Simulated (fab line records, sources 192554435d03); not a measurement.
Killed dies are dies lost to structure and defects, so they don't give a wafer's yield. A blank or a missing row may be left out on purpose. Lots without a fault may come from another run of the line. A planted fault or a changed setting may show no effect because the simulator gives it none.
Chamber matching | flow n5_finfet | N5_FIN_SAQP_HM_OPEN_73 on rie_diel-04: 4 sister chambers
The step chemistry CHF3/O2, target SiO2, stops on a-Si, target depth 12 nm, time 16.8 s. 4 wafers are shown with their chamber, then 9 later ones without.

WAFERS WITH THEIR CHAMBER
wafer  | chamber | rf_vpp_V (V)
L083.6 | 3       | 540
L086.2 | 2       | 534
L086.3 | 1       | 491
L086.6 | 0       | 507

WAFERS WITHOUT THEIR CHAMBER
wafer  | rf_vpp_V (V)
L090.1 | 492
L090.3 | 542
L090.5 | 508
L092.1 | 535
L092.2 | 542
L092.3 | 491
L092.4 | 506
L092.5 | 506
L092.6 | 491

WHICH CHAMBER EACH WENT THROUGH
wafer  | from the rows above | in truth
L090.1 | 1                   | 1
L090.3 | 3                   | 3
L090.5 | 0                   | 0
L092.1 | 2                   | 2
L092.2 | 3                   | 3
L092.3 | 1                   | 1
L092.4 | 0                   | 0
L092.5 | 0                   | 0
L092.6 | 1                   | 1
Placed correctly: 9 of 9. Can't be placed from these rows: 0. Placed wrongly: 0.
How it was worked out, from the rows above alone: a wafer's distance from a chamber is the root of the sum, over the readings, of the square of ((its reading less the chamber's mean) divided by the reading's scatter). The wafer belongs to the nearest chamber; if the next one is less than 2 further off, it can't be placed. A chamber's mean is the mean of its shown wafers. The scatter: with one shown wafer a chamber, the root of the mean of the squares of how far each hidden wafer lies from its nearest shown one.
